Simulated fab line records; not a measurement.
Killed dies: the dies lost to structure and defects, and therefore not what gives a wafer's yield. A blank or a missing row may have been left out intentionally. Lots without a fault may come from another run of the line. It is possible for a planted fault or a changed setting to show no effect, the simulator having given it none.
The same fault as seen by 2 desks | flow n5-finfet | only its own numbers are on each desk; what lay behind them is given at the end

== DESK OF THE TOOL OWNER: ald-sin-02 ==
The tool's own readings at N5_BEOL_M2_ALD_98 (deposits SiO2, target thk 2.5 nm, pulse time 1 s, co reactant pulse time 1 s): means of the sampled wafers that have a number, for each lot that ran on this tool. Any lot whose mean is over 4 standard deviations away from the usual mean is out of limits and marked OUT; that distance is given in the brackets.
Columns: A = heater-power-w at N5_BEOL_M2_ALD_98, usual 78 W; B = precursor-pulse-height-rel at N5_BEOL_M2_ALD_98, usual 1.001
lot  | first seen here | A  | B
L649 | day 7 05:59     | 77 | 1.002
L662 | day 10 06:37    | 78 | 0.984
L663 | day 10 09:48    | 78 | 0.971
L666 | day 11 07:05    | 75 | 1.006
This desk's finding: nothing out of limits on any of the 4 lots.

== METROLOGY DESK ==
Means of the sampled wafers that have a number, per lot and without regard to the tool the lot ran on: this is what the gauges read. Any lot whose mean is over 4 standard deviations away from the usual mean is out of limits and marked OUT; that distance is given in the brackets. Readings shown: 7 of its 11, picked as those furthest out on some lot.
Columns: A = cd-nm at N5_BEOL_M2_CD_MEAS_18, usual 18.10 nm; B = DIBL_N at N5_BEOL_M4_RC_MEAS_101, usual 36.3 mV/V; C = IOFF_N at N5_BEOL_M4_RC_MEAS_101, usual 0.161 nA/um; D = ION_P at N5_BEOL_M4_RC_MEAS_101, usual 462 uA/um; E = SS_N at N5_BEOL_M4_RC_MEAS_101, usual 71.5 mV/dec; F = SS_P at N5_BEOL_M4_RC_MEAS_101, usual 73.2 mV/dec; G = VT_P at N5_BEOL_M4_RC_MEAS_101, usual -249.9 mV
lot  | first seen here | A     | B    | C     | D   | E    | F    | G
L648 | day 6 11:26     | 17.92 | 35.7 | 0.145 | 456 | 71.4 | 73.2 | -253.5
L649 | day 7 04:39     | 18.02 | 36.5 | 0.162 | 465 | 71.3 | 73.2 | -249.3
L656 | day 8 11:52     | 18.20 | 37.2 | 0.163 | 463 | 71.6 | 72.9 | -249.6
L662 | day 10 05:35    | 17.79 | 36.4 | 0.168 | 456 | 71.6 | 73.8 | -253.4
L663 | day 10 08:52    | 18.25 | 34.9 | 0.149 | 462 | 71.6 | 72.8 | -251.6
L666 | day 11 06:23    | 18.30 | 37.7 | 0.183 | 465 | 72.0 | 73.5 | -248.5
L668 | day 11 08:31    | 18.07 | 37.6 | 0.188 | 463 | 72.0 | 72.9 | -249.1
L670 | day 12 00:40    | 17.87 | 35.9 | 0.170 | 461 | 72.1 | 73.5 | -249.7
L671 | day 12 14:58    | 17.79 | 36.0 | 0.147 | 462 | 71.8 | 73.3 | -247.7
This desk's finding: nothing out of limits on any of the 9 lots.

== PUT TOGETHER ==
The desk of the tool owner found nothing out of limits.
Metrology desk: nothing out of limits seen.

== WHAT THE SIMULATOR HAD INSERTED ==
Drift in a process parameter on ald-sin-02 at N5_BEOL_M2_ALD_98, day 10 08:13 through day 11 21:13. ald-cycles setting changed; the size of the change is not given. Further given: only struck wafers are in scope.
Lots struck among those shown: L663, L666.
